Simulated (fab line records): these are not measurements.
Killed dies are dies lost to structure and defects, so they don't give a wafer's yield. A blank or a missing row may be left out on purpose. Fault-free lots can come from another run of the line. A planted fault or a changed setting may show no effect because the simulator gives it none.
Chamber matching + flow n5_finfet + N5_BEOL_M8_ETCH_65 on rie_diel-03 has 4 sister chambers
The step etches SiARC in CF4, target depth 15.6 nm, time 26 s. 4 wafers are shown with their chamber, then 11 later ones without.

## EACH WAFER AND ITS CHAMBER
| wafer  | chamber | showerhead_plenum_p_Torr (Torr) |
|--------|---------|---------------------------------|
| L083.3 | 2       | 2.02                            |
| L088.1 | 0       | 2.09                            |
| L088.2 | 3       | 2.11                            |
| L089.1 | 1       | 2.19                            |

## WAFERS MISSING THEIR CHAMBER
| wafer  | showerhead_plenum_p_Torr (Torr) |
|--------|---------------------------------|
| L089.5 | 2.11                            |
| L089.6 | 2.02                            |
| L093.2 | 2.10                            |
| L093.3 | 2.09                            |
| L093.4 | 2.10                            |
| L096.1 | 2.19                            |
| L096.5 | 2.27                            |
| L096.6 | 2.10                            |
| L097.1 | 2.27                            |
| L097.3 | 2.10                            |
| L097.5 | 2.09                            |

## EACH ONE'S CHAMBER
| wafer  | from the rows above     | in truth                   |
|--------|-------------------------|----------------------------|
| L089.5 | can't be placed: 3 or 0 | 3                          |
| L089.6 | 2                       | 2                          |
| L093.2 | can't be placed: 3 or 0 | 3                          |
| L093.3 | can't be placed: 0 or 3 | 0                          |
| L093.4 | can't be placed: 3 or 0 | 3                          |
| L096.1 | 1                       | 1                          |
| L096.5 | 1                       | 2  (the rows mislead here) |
| L096.6 | can't be placed: 3 or 0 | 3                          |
| L097.1 | 1                       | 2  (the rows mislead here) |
| L097.3 | can't be placed: 3 or 0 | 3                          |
| L097.5 | can't be placed: 0 or 3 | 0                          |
Placed correctly: 2 of 11. Can't be placed from these rows: 7 (the true chamber is among the candidates in 7). 2 placed wrongly.
How it was worked out, from the rows above alone: a wafer's distance from a chamber is the root of the sum, over the readings, of the square of ((its reading less the chamber's mean) divided by the reading's scatter). If the next closest chamber is less than 2 further off than the closest, the wafer can't be placed; otherwise it belongs to the closest. Each chamber's mean is taken over the wafers shown for it. The scatter: root of mean squared gap, hidden wafer to nearest shown wafer, with one shown wafer a chamber.
